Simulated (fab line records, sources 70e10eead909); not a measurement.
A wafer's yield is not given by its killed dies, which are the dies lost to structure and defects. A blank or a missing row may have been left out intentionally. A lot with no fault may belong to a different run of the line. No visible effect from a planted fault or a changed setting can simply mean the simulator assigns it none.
Check for tools in common || flow nand harc || 14 lots and 42 wafers in the sample

## WHY THIS WAS OPENED
On 2 of the 14 lots, a flag is raised at NHARC_P_GATE_CD_MEAS_26 on the reading cd nm. Wafers without a fault read 120.1 nm, standard deviation 0.74.
Rule: a lot is flagged when every wafer of it that has a number lies more than 4 standard deviations from that mean, or none has a number. As for the other lots, they are considered sound.

{"lot": "L838", "measured": "day 4 09:34", "on": "cd sem-02", "cd nm (nm), wafer by wafer": "118.7 120.1 118.5", "flag": ""}
{"lot": "L839", "measured": "day 5 00:57", "on": "cd sem-03", "cd nm (nm), wafer by wafer": "119.6 120.2 119.4", "flag": ""}
{"lot": "L841", "measured": "day 5 03:08", "on": "cd sem-01", "cd nm (nm), wafer by wafer": "120.8 119.4 120.5", "flag": ""}
{"lot": "L840", "measured": "day 5 03:26", "on": "cd sem-03", "cd nm (nm), wafer by wafer": "120.0 119.7 119.1", "flag": ""}
{"lot": "L842", "measured": "day 5 16:01", "on": "cd sem-03", "cd nm (nm), wafer by wafer": "119.6 119.3 121.1", "flag": ""}
{"lot": "L843", "measured": "day 5 16:11", "on": "cd sem-02", "cd nm (nm), wafer by wafer": "121.0 120.2 120.3", "flag": ""}
{"lot": "L844", "measured": "day 6 06:52", "on": "cd sem-03", "cd nm (nm), wafer by wafer": "120.1 121.1 120.5", "flag": ""}
{"lot": "L845", "measured": "day 6 11:16", "on": "cd sem-01", "cd nm (nm), wafer by wafer": "119.4 119.7 119.8", "flag": ""}
{"lot": "L846", "measured": "day 6 18:49", "on": "cd sem-02", "cd nm (nm), wafer by wafer": "121.4 120.5 120.8", "flag": ""}
{"lot": "L848", "measured": "day 7 05:20", "on": "cd sem-01", "cd nm (nm), wafer by wafer": "120.6 121.6 121.0", "flag": ""}
{"lot": "L852", "measured": "day 8 13:33", "on": "cd sem-02", "cd nm (nm), wafer by wafer": "104.8 115.0 113.3", "flag": "FLAGGED"}
{"lot": "L853", "measured": "day 8 20:39", "on": "cd sem-02", "cd nm (nm), wafer by wafer": "112.1 110.4 117.1", "flag": "FLAGGED"}
{"lot": "L857", "measured": "day 9 16:13", "on": "cd sem-01", "cd nm (nm), wafer by wafer": "120.7 121.2 121.1", "flag": ""}
{"lot": "L861", "measured": "day 10 06:02", "on": "cd sem-03", "cd nm (nm), wafer by wafer": "120.7 121.4 120.5", "flag": ""}
Average over the flagged lots: 112.1 nm; offset from the usual -8.0 nm, equal to -11 standard deviations.

## WHICH TOOL RAN EACH LOT
2 process steps preceding the reading are held in the record, out of 1159 steps in the route. Read each cell as the tool, then ch plus the chambers that the sampled wafers visited, then the start.
{"lot": "L838", "flag": "", "NHARC_P_GATE_DEP_103": "pecvd-01 ch 0,2, day 4 09:02", "NHARC_P_GATE_EXPOSE_23": "arfi scanner-01 ch 0, day 4 09:25"}
{"lot": "L839", "flag": "", "NHARC_P_GATE_DEP_103": "pecvd-03 ch 0,1,2, day 5 00:16", "NHARC_P_GATE_EXPOSE_23": "arfi scanner-01 ch 0, day 5 00:49"}
{"lot": "L841", "flag": "", "NHARC_P_GATE_DEP_103": "pecvd-01 ch 0,2, day 5 02:27", "NHARC_P_GATE_EXPOSE_23": "arfi scanner-02 ch 0, day 5 03:00"}
{"lot": "L840", "flag": "", "NHARC_P_GATE_DEP_103": "pecvd-01 ch 0,1,2, day 5 02:52", "NHARC_P_GATE_EXPOSE_23": "arfi scanner-02 ch 0, day 5 03:17"}
{"lot": "L842", "flag": "", "NHARC_P_GATE_DEP_103": "pecvd-01 ch 0,1, day 5 15:22", "NHARC_P_GATE_EXPOSE_23": "arfi scanner-01 ch 0, day 5 15:53"}
{"lot": "L843", "flag": "", "NHARC_P_GATE_DEP_103": "pecvd-02 ch 0,1,2, day 5 15:26", "NHARC_P_GATE_EXPOSE_23": "arfi scanner-03 ch 0, day 5 16:02"}
{"lot": "L844", "flag": "", "NHARC_P_GATE_DEP_103": "pecvd-02 ch 0,1, day 6 06:13", "NHARC_P_GATE_EXPOSE_23": "arfi scanner-02 ch 0, day 6 06:43"}
{"lot": "L845", "flag": "", "NHARC_P_GATE_DEP_103": "pecvd-02 ch 0,2, day 6 10:35", "NHARC_P_GATE_EXPOSE_23": "arfi scanner-01 ch 0, day 6 11:08"}
{"lot": "L846", "flag": "", "NHARC_P_GATE_DEP_103": "pecvd-01 ch 1,2, day 6 18:08", "NHARC_P_GATE_EXPOSE_23": "arfi scanner-02 ch 0, day 6 18:40"}
{"lot": "L848", "flag": "", "NHARC_P_GATE_DEP_103": "pecvd-01 ch 0,1,2, day 7 04:47", "NHARC_P_GATE_EXPOSE_23": "arfi scanner-02 ch 0, day 7 05:13"}
{"lot": "L852", "flag": "FLAGGED", "NHARC_P_GATE_DEP_103": "pecvd-02 ch 1,2, day 8 12:53", "NHARC_P_GATE_EXPOSE_23": "arfi scanner-03 ch 0, day 8 13:25"}
{"lot": "L853", "flag": "FLAGGED", "NHARC_P_GATE_DEP_103": "pecvd-03 ch 0,1,2, day 8 20:06", "NHARC_P_GATE_EXPOSE_23": "arfi scanner-03 ch 0, day 8 20:31"}
{"lot": "L857", "flag": "", "NHARC_P_GATE_DEP_103": "pecvd-02 ch 0,1, day 9 15:32", "NHARC_P_GATE_EXPOSE_23": "arfi scanner-01 ch 0, day 9 16:04"}
{"lot": "L861", "flag": "", "NHARC_P_GATE_DEP_103": "pecvd-02 ch 0,1, day 10 05:23", "NHARC_P_GATE_EXPOSE_23": "arfi scanner-01 ch 0, day 10 05:53"}
These steps, and what they do:
- NHARC_P_GATE_DEP_103: deposits SiON, target thk 30 nm.
- NHARC_P_GATE_EXPOSE_23: exposes mask P GATE, target cd 120 nm.
- NHARC_P_GATE_CD_MEAS_26: target cd 120 nm.

## FLAGGED OVER TOTAL, TOOL BY TOOL (the gauges that took the reading come last)
{"step": "NHARC_P_GATE_DEP_103", "tool": "pecvd-01", "lots run": 6, "flagged": 0, "share of the flagged lots": "none", "sound lots run after its first flagged lot": "-"}
{"step": "NHARC_P_GATE_DEP_103", "tool": "pecvd-02", "lots run": 6, "flagged": 1, "share of the flagged lots": "some", "sound lots run after its first flagged lot": "2 (L857,L861)"}
{"step": "NHARC_P_GATE_DEP_103", "tool": "pecvd-03", "lots run": 2, "flagged": 1, "share of the flagged lots": "some", "sound lots run after its first flagged lot": 0}
{"step": "NHARC_P_GATE_EXPOSE_23", "tool": "arfi scanner-01", "lots run": 6, "flagged": 0, "share of the flagged lots": "none", "sound lots run after its first flagged lot": "-"}
{"step": "NHARC_P_GATE_EXPOSE_23", "tool": "arfi scanner-02", "lots run": 5, "flagged": 0, "share of the flagged lots": "none", "sound lots run after its first flagged lot": "-"}
{"step": "NHARC_P_GATE_EXPOSE_23", "tool": "arfi scanner-03", "lots run": 3, "flagged": 2, "share of the flagged lots": "all", "sound lots run after its first flagged lot": 0}
{"step": "NHARC_P_GATE_CD_MEAS_26", "tool": "cd sem-01", "lots run": 4, "flagged": 0, "share of the flagged lots": "none", "sound lots run after its first flagged lot": "-"}
{"step": "NHARC_P_GATE_CD_MEAS_26", "tool": "cd sem-02", "lots run": 5, "flagged": 2, "share of the flagged lots": "all", "sound lots run after its first flagged lot": 0}
{"step": "NHARC_P_GATE_CD_MEAS_26", "tool": "cd sem-03", "lots run": 5, "flagged": 0, "share of the flagged lots": "none", "sound lots run after its first flagged lot": "-"}

## WHAT IS ALLOWED BY THE TABLE
In 2 table rows, all flagged lots were run: arfi scanner-03 (NHARC_P_GATE_EXPOSE_23), cd sem-02 (NHARC_P_GATE_CD_MEAS_26).
- arfi scanner-03 at NHARC_P_GATE_EXPOSE_23: 2 of its 3 lots flagged. A fault beginning between L843 (day 5 16:02), its last sound lot, and L852 (day 8 13:25), its first flagged one, fits the data.
- cd sem-02 at NHARC_P_GATE_CD_MEAS_26: 2 of its 5 lots flagged. A fault beginning between L846 (day 6 18:49), its last sound lot, and L852 (day 8 13:33), its first flagged one, fits the data.
Because each of these 2 tools fits a fault that began at some hour, counting lots does not separate them. More lots, or a look at what each step does to the wafer, might.

## WHAT THE SIMULATOR HAD PUT IN
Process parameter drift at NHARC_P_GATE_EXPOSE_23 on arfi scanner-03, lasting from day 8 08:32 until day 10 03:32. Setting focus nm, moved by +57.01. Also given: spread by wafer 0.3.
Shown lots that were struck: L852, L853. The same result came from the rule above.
